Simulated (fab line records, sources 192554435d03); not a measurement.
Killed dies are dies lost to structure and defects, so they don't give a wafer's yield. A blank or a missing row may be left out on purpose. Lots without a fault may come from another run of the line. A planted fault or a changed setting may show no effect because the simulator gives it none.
fab line records | flow n5_finfet
record lots=7 wafers=21 last_day=17
route steps=1938 shown BEOL_M10@1487
lots that met no fault: from a run of the same line without faults
start_h: hours from the record's first day to the start of the lot's first wafer shown | wait_h: hours since the lot's step before | " the same as in the row above | L1.1+2: a row that stands for several wafers | - no value, or no start given | * or withheld: withheld | < > ~ a bound
route shown NAME@n: a module of which the file shows steps, and the number in the route of the first | usual: mean/standard deviation of fault-free wafers | same: alike in all rows | chamber/n: place in a boat | sites: the reading at each site | _std_site: their standard deviation | _edge_site: outer sites' mean less inner sites' | radius_mm: how far each site lies from the wafer's centre | mask NAME#n: copy n | behind: the tool/chamber that last shaped the wafer | hold: why the lot was held/for how many hours/how that ended | device: the transistor (n, p or np) that didn't switch | end of line: the same wafers' tests at the end of the route | a step without rows: its recipe alone | killed: dies lost to structure and defects at the first sort, not the wafer's yield | map: a wafer's dies, x killed, . not, _ none there
set.NAME: the setting as run; set.NAME@STEP: as run at that earlier step | model.NAME: the simulator's own value behind a step, which no gauge read
lots at some steps of the route; a table a step, a row a wafer
services: from which hour (start_h, from the record's first day; less than 0 if before it) a tool's chamber was out of use, for how many hours, and why
## steps
# step N5_BEOL_M10_ETCH_61
# recipe chemistry=CF4 target=SiARC target_depth_a=390 mask_material=CAR-ArF time_s=65 ion_energy_ev=80 pressure_mtorr=40 source_w=545 bias_w=36 Ar_flow_sccm=100 cf4_flow_sccm=100 ends=cleared
# usual drypump_motor_current_A=5.7/0.44 etch_rf_on_time_s=63.7/1.7 oes_product_au=0.70/0.051 rf_vpp_V=184.4/1 showerhead_plenum_p_Torr=2.17/0.061 throttle_valve_pct=15.48/0.26
# columns lot.wafer tool chamber start_h wait_h drypump_motor_current_A etch_rf_on_time_s oes_product_au rf_hours_counter_h rf_vpp_V showerhead_plenum_p_Torr throttle_valve_pct
L572.1 rie_diel-02 0 283.67 0.0 6.5 64.2 0.74 67 183.0 2.10 15.85
L572.2 " 1 " " 5.7 63.7 0.77 23 184.3 2.18 15.20
L572.4 " 2 " " 5.6 61.7 0.82 14 184.2 2.09 15.23
L573.1 rie_diel-03 1 284.66 0.0 5.6 63.1 0.73 52 185.7 2.25 15.47
L573.3 " 0 " " 6.2 66.8 0.66 134 184.7 2.14 15.92
L573.5 " 2 " " 5.5 63.8 0.73 - 186.2 2.25 15.74
L574.2 rie_diel-06 1 292.47 0.0 6.1 64.8 0.65 141 182.0 2.06 15.64
L574.4 " 0 " " 6.1 65.3 0.68 95 186.0 2.23 15.16
L574.5 " 1 " " 6.1 64.5 0.65 - 183.2 2.06 15.66
L575.2 rie_diel-02 3 297.02 0.0 4.9 64.4 0.66 131 184.4 2.15 15.36
L575.3 " 0 " " 6.4 63.7 0.72 71 183.1 2.10 15.85
L575.4 " 1 " " 5.7 64.1 0.77 27 184.8 2.18 15.22
L580.1 rie_diel-06 0 329.30 0.0 6.2 66.7 0.66 108 185.3 2.23 15.18
L580.2 " 2 " " 5.1 63.3 0.69 81 185.7 2.15 15.22
L580.6 " 2 " " 5.1 63.6 0.69 - 183.9 2.15 15.20
L582.1 rie_diel-06 1 350.63 0.0 6.1 64.2 0.63 164 183.0 2.05 15.68
L582.2 " 0 " " 6.2 66.3 0.66 118 184.6 2.22 15.21
L582.5 " 0 " " 6.1 65.8 0.66 - 185.6 2.22 15.19
L583.1 rie_diel-02 1 356.96 0.0 5.7 63.9 0.75 39 186.0 2.17 15.24
L583.2 " 0 " " 6.5 63.7 0.72 83 184.3 2.10 15.88
L583.4 " 2 " " 5.6 61.3 0.78 30 183.2 2.08 15.26
# step N5_BEOL_M10_ETCH_62
# recipe chemistry=N2/H2 target=SOC target_depth_a=1100 overetch_a=220 mask_material=SiARC temp_c=40 time_s=165 ion_energy_ev=200 pressure_mtorr=30 source_w=840 bias_w=150 n2_flow_sccm=200 h2_flow_sccm=200
# usual drypump_motor_current_A=5.7/0.44 oes_product_au=0.69/0.045 rf_vpp_V=524.9/2.4 showerhead_plenum_p_Torr=2.58/0.085 throttle_valve_pct=17.74/0.27
# columns lot.wafer tool chamber start_h wait_h drypump_motor_current_A oes_product_au rf_hours_counter_h rf_vpp_V showerhead_plenum_p_Torr throttle_valve_pct
L572.1 rie_diel-02 0 283.72 0.0 6.5 0.72 67 521.2 2.47 18.11
L572.2 " 1 " " 5.7 0.76 23 524.1 2.59 17.42
L572.4 " 2 " " 5.6 0.78 14 522.9 2.48 17.52
L573.1 rie_diel-03 1 284.71 0.0 5.6 0.72 52 529.2 2.68 17.51
L573.3 " 0 " " 6.1 0.67 134 523.7 2.55 18.29
L573.5 " 2 " " 5.5 0.71 - 528.0 2.70 18.18
L574.2 rie_diel-06 1 292.52 0.0 6.1 0.64 141 520.7 2.42 17.71
L574.4 " 0 " " 6.1 0.69 95 527.2 2.69 17.53
L574.5 " 1 " " 6.1 0.64 - 521.6 2.42 17.72
L575.2 rie_diel-02 3 297.07 0.0 4.9 0.65 131 523.4 2.56 17.60
L575.3 " 0 " " 6.4 0.72 71 523.5 2.47 18.10
L575.4 " 1 " " 5.7 0.75 27 524.4 2.58 17.43
L580.1 rie_diel-06 0 329.35 0.0 6.1 0.66 108 527.2 2.68 17.56
L580.2 " 2 " " 5.1 0.67 81 524.2 2.58 17.57
L580.6 " 2 " " 5.1 0.67 - 523.9 2.58 17.58
L582.1 rie_diel-06 1 350.68 0.0 6.1 0.62 164 521.1 2.41 17.76
L582.2 " 0 " " 6.1 0.66 118 526.6 2.68 17.57
L582.5 " 0 " " 6.2 0.66 - 527.7 2.68 17.58
L583.1 rie_diel-02 1 357.01 0.0 5.7 0.73 39 524.6 2.58 17.46
L583.2 " 0 " " 6.4 0.71 83 520.6 2.47 18.14
L583.4 " 2 " " 5.6 0.75 30 521.7 2.47 17.56
# step N5_BEOL_M10_STRIP_68
# recipe chemistry=N2/H2 temp_c=40 n2_flow_sccm=200 h2_flow_sccm=200 rf_frequency_hz=6e+07
# step N5_BEOL_M10_STRIP_67
# recipe chemistry=CF4 resist=SiARC power_w=300 bias_power_w=75 pressure_mtorr=50 cf4_flow_sccm=150 rf_frequency_hz=6e+07
# usual drypump_motor_current_A=5.7/0.44 oes_product_au=0.82/0.055 rf_vpp_V=271.7/1.4 showerhead_plenum_p_Torr=1.81/0.053 throttle_valve_pct=13.44/0.25
# columns lot.wafer tool chamber start_h wait_h drypump_motor_current_A oes_product_au rf_hours_counter_h rf_vpp_V showerhead_plenum_p_Torr throttle_valve_pct
L572.1 rie_diel-02 0 283.87 0.0 6.4 0.85 67 269.6 1.77 13.79
L572.2 " 1 " " 5.7 0.90 23 271.8 1.83 13.18
L572.4 " 2 " " 5.6 0.92 14 269.6 1.74 13.16
L573.1 rie_diel-03 1 284.86 0.0 5.7 0.85 52 275.2 1.90 13.49
L573.3 " 0 " " 6.1 0.79 134 271.3 1.78 13.85
L573.5 " 2 " " 5.5 0.83 - 273.2 1.88 13.69
L574.2 rie_diel-06 1 292.67 0.0 6.1 0.76 141 269.9 1.73 13.62
L574.4 " 0 " " 6.1 0.80 95 274.6 1.87 13.14
L574.5 " 1 " " 6.1 0.76 - 268.8 1.73 13.62
L575.2 rie_diel-02 3 297.22 0.0 4.9 0.76 132 271.3 1.80 13.33
L575.3 " 0 " " 6.5 0.85 71 270.2 1.77 13.80
L575.4 " 1 " " 5.7 0.89 27 271.9 1.82 13.18
L580.1 rie_diel-06 0 329.50 0.0 6.2 0.79 108 274.0 1.86 13.17
L580.2 " 2 " " 5.1 0.80 81 271.7 1.79 13.15
L580.6 " 2 " " 5.1 0.79 - 272.3 1.79 13.14
L582.1 rie_diel-06 1 350.82 0.0 6.1 0.73 164 269.3 1.72 13.67
L582.2 " 0 " " 6.2 0.78 118 272.1 1.86 13.22
L582.5 " 0 " " 6.2 0.78 - 272.2 1.86 13.21
L583.1 rie_diel-02 1 357.16 0.0 5.7 0.87 39 272.7 1.82 13.20
L583.2 " 0 " " 6.4 0.83 83 267.6 1.76 13.82
L583.4 " 2 " " 5.6 0.89 30 270.7 1.74 13.18
# step N5_BEOL_M10_HM_OPEN_17
# recipe chemistry=Cl2/BCl3 target_depth_a=200 overetch_a=60 target=TiN mask_material=SOC ion_energy_ev=150 pressure_mtorr=10 icp_w=1000 bias_w=126 Cl2_flow_sccm=53.25 bcl3_flow_sccm=21.75 Ar_flow_sccm=25
# usual bcl3_flow_sccm=21.75/0.062 drypump_motor_current_A=5.57/0.27 he_backside_leak_sccm=3.5/0.35 oes_product_au=0.63/0.07 throttle_valve_pct=22.16/0.09
# columns lot.wafer tool chamber start_h wait_h bcl3_flow_sccm drypump_motor_current_A he_backside_leak_sccm oes_product_au rf_hours_counter_h throttle_valve_pct
L572.1 rie_metal-02 1 283.91 0.0 21.76 5.50 3.4 0.52 118 22.02
L572.2 " 0 " " 21.71 5.57 3.5 0.66 44 22.17
L572.4 " 0 " " 21.66 5.56 3.4 0.66 - 22.19
L573.1 rie_metal-02 0 284.90 0.0 21.83 5.59 3.4 0.65 44 22.21
L573.3 " 1 " " 21.74 5.54 3.2 0.52 - 22.04
L573.5 " 1 " " 21.76 5.57 3.3 0.52 - 22.04
L574.2 rie_metal-03 0 292.71 0.0 21.71 5.74 3.7 0.63 65 22.13
L574.4 " 1 " " 21.77 5.09 3.3 0.64 - 22.17
L574.5 " 0 " " 21.70 5.75 3.7 0.63 - 22.14
L575.2 rie_metal-01 0 297.26 0.0 21.71 6.03 3.3 0.59 82 22.22
L575.3 " 0 " " 21.71 6.02 3.4 0.59 - 22.21
L575.4 " 1 " " 21.70 5.65 3.2 0.78 - 22.26
L580.1 rie_metal-01 1 329.54 0.0 21.83 5.66 3.1 0.76 7 22.29
L580.2 " 0 " " 21.77 5.99 3.8 0.58 84 22.24
L580.6 " 0 " " 21.79 5.97 3.5 0.59 - 22.23
L582.1 rie_metal-01 1 350.86 0.0 21.76 5.66 3.2 0.74 9 22.28
L582.2 " 0 " " 21.77 5.98 3.5 0.58 86 22.24
L582.5 " 1 " " 21.80 5.65 3.1 0.75 - 22.28
L583.1 rie_metal-03 0 357.20 0.0 21.73 5.77 3.6 0.61 72 22.16
L583.2 " 1 " " 21.80 5.16 3.7 0.62 53 22.21
L583.4 " 0 " " 21.73 5.73 3.6 0.61 - 22.15
# step N5_BEOL_M10_STRIP_19
# recipe chemistry=O2 power_w=400 temp_c=40 pressure_mtorr=30 rf_frequency_hz=6e+07 bias_power_w=0 overash_fraction=0.2 o2_flow_sccm=225
# usual drypump_motor_current_A=5.7/0.46 oes_product_au=0.82/0.059 rf_vpp_V=3.6/0.64 showerhead_plenum_p_Torr=2.13/0.07 throttle_valve_pct=16.54/0.23
# columns lot.wafer tool chamber start_h wait_h drypump_motor_current_A oes_product_au rf_hours_counter_h rf_vpp_V showerhead_plenum_p_Torr throttle_valve_pct
L572.1 rie_diel-06 1 284.13 0.2 6.1 0.75 139 3.5 2.03 16.80
L572.2 " 0 " " 6.1 0.80 93 3.0 2.22 16.37
L572.4 " 2 " " 5.1 0.84 67 3.4 2.12 16.31
L573.1 rie_diel-06 2 285.06 0.1 5.1 0.83 68 4.0 2.12 16.28
L573.3 " 0 " " 6.1 0.81 93 3.5 2.22 16.36
L573.5 " 1 " " 6.1 0.74 - 3.6 2.03 16.80
L574.2 rie_diel-03 1 292.82 0.1 5.6 0.86 54 3.6 2.24 16.69
L574.4 " 3 " " 5.6 0.80 92 3.8 2.13 16.56
L574.5 " 2 " " 5.5 0.84 - 3.4 2.21 16.83
L575.2 rie_diel-03 2 297.53 0.2 5.5 0.85 77 5.1 2.21 16.84
L575.3 " 1 " " 5.7 0.85 56 4.2 2.24 16.70
L575.4 " 3 " " 5.6 0.80 94 2.9 2.12 16.54
L580.1 rie_diel-02 3 329.65 0.1 4.9 0.75 143 4.0 2.11 16.47
L580.2 " 0 " " 6.4 0.85 82 4.4 2.02 16.82
L580.6 " 0 " " 6.5 0.85 - 3.4 2.02 16.85
L582.1 rie_diel-06 1 351.04 0.1 6.1 0.71 165 5.5 2.02 16.85
L582.2 " 3 " " 5.8 0.77 134 2.8 2.17 16.47
L582.5 " 3 " " 5.8 0.78 - 3.2 2.17 16.44
L583.1 rie_diel-02 0 357.31 0.1 6.4 0.85 83 3.7 2.02 16.84
L583.2 " 3 " " 4.9 0.75 144 3.2 2.11 16.48
L583.4 " 1 " " 5.7 0.89 39 4.3 2.12 16.23
# step N5_BEOL_M10_CD_MEAS_18
# recipe pitch_nm=140 target_cd_nm=70
# usual cd_nm=70.2/0.67
# columns lot.wafer tool chamber start_h wait_h cd_nm
L572.1 cd_sem-03 - 284.20 0.1 70.7
L572.2 " - " " 70.6
L572.4 " - " " 71.2
L573.1 cd_sem-03 - 285.13 0.0 70.6
L573.3 " - " " 70.6
L573.5 " - " " 69.2
L574.2 cd_sem-02 - 292.89 0.1 69.5
L574.4 " - " " 70.0
L574.5 " - " " 69.0
L575.2 cd_sem-02 - 297.60 0.1 70.0
L575.3 " - " " 70.8
L575.4 " - " " 71.0
L580.1 cd_sem-01 - 329.72 0.0 69.5
L580.2 " - " " 70.1
L580.6 " - " " 71.2
L582.1 cd_sem-01 - 351.11 0.0 69.7
L582.2 " - " " 69.9
L582.5 " - " " 71.0
L583.1 cd_sem-02 - 357.38 0.0 70.5
L583.2 " - " " 70.3
L583.4 " - " " 70.5
# step N5_BEOL_M10_COAT_63
# recipe resist=SOC temp_c=250 time_s=60 spin_rpm=1500 resist_thk_nm=100
# step N5_BEOL_M10_COAT_64
# recipe resist=SiARC temp_c=220 time_s=60 spin_rpm=1500 resist_thk_nm=30
# step N5_BEOL_M10_COAT_22
# recipe resist=CAR-ArF spin_rpm=1500 resist_thk_nm=90
# step N5_BEOL_M10_EBR_24
# recipe solvent=PGMEA ebr_width_mm=1.5
# step N5_BEOL_M10_SOFTBAKE_23
# recipe temp_c=110 time_s=60 resist=CAR-ArF
# step N5_BEOL_M10_EXPOSE_25
# recipe mask_id=V9 na=1.35 source_shape=annular sigma_inner=0.5 sigma_outer=0.8 polarization=unpolarized dose_mj=85.5
# usual exposure_dose_mJ_cm2=85.43/0.087 focus_offset_nm=-0.1/0.49
# columns lot.wafer tool chamber start_h wait_h mask exposure_dose_mJ_cm2 focus_offset_nm
L572.1 arfi_scanner-02 0 288.02 - V9#0 85.50 -0.3
L572.2 " 0 " " V9#0 85.43 -0.5
L572.4 " 0 " " V9#0 85.42 -0.5
L573.1 arfi_scanner-02 - 288.10 - V9#0 - -
L573.3 " - " " V9#0 - -
L573.5 " - " " V9#0 - -
L574.2 arfi_scanner-01 - 294.61 - V9#0 - -
L574.4 " - " " V9#0 - -
L574.5 " - " " V9#0 - -
L575.2 arfi_scanner-01 - 298.81 - V9#0 - -
L575.3 " - " " V9#0 - -
L575.4 " - " " V9#0 - -
L580.1 arfi_scanner-02 0 331.31 - V9#0 85.61 -0.3
L580.2 " 0 " " V9#0 85.37 1.0
L580.6 " 0 " " V9#0 85.45 0.4
L582.1 arfi_scanner-03 0 352.58 - V9#0 85.42 0.1
L582.2 " 0 " " V9#0 85.38 0.3
L582.5 " 0 " " V9#0 85.44 0.6
L583.1 arfi_scanner-02 0 359.80 - V9#0 85.38 0.2
L583.2 " 0 " " V9#0 85.38 -1.3
L583.4 " 0 " " V9#0 85.42 0.5
# step N5_BEOL_M10_PEB_26
# recipe peb_temp_c=withheld peb_time_s=60 resist=CAR-ArF
## services
# columns tool chamber start_h hours kind
arfi_scanner-01 - 266.13 1.0 pm
arfi_scanner-02 - 272.96 0.6 repair
arfi_scanner-03 - 276.02 1.3 pm
arfi_scanner-01 0 278.00 - calibration
arfi_scanner-01 - 279.96 1.0 pm
arfi_scanner-01 - 283.06 1.3 pm
rie_metal-02 1 290.19 - clean
rie_metal-02 1 290.19 33.3 scheduled_down
rie_metal-02 1 290.19 33.3 vent_cycle
arfi_scanner-03 - 293.53 0.8 pm
arfi_scanner-03 - 298.58 13.0 repair
arfi_scanner-02 - 301.60 1.3 repair
rie_diel-06 - 307.32 2.8 pm
arfi_scanner-02 0 308.37 - calibration
rie_diel-02 - 329.88 24.2 repair
arfi_scanner-01 - 333.30 0.8 pm
arfi_scanner-02 - 338.07 1.3 pm
arfi_scanner-02 - 340.06 0.8 pm
arfi_scanner-01 - 346.57 4.9 pm
## key
first_sign step=N5_BEOL_M10_EXPOSE_25 reading=tool_record direction=missing
effect none on later readings
met_at N5_BEOL_M10_EXPOSE_25
struck_wafers L573.1,L573.3,L573.5,L574.2,L574.4,L574.5,L575.2,L575.3,L575.4
later_rows_left_out L573.1,L573.3,L573.5,L574.2,L574.4,L574.5,L575.2,L575.3,L575.4
sort_left_out L573.1,L573.3,L573.5,L574.2,L574.4,L574.5,L575.2,L575.3,L575.4
onset_between 288.02 288.10
earlier_fault kind=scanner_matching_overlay tool=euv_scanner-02 chamber=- onset_h=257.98 steps=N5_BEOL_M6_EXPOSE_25 offset=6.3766
earlier_fault kind=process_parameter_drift tool=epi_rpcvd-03 chamber=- onset_h=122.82 steps=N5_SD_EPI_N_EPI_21 channel=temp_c offset=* shape=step acts_in=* stated=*
fault kind=skipped_step_whole tool=arfi_scanner-01,arfi_scanner-02 chamber=- onset_h=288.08 steps=N5_BEOL_M10_EXPOSE_25 scope=struck_lots_only
# sort_left_out: the simulated sort isn't trusted on such a fault, so these wafers' sort isn't shown, and their yield isn't known
# later_rows_left_out: the simulator's readings of these wafers behind a module that went badly wrong aren't trusted and aren't shown, but for the sort
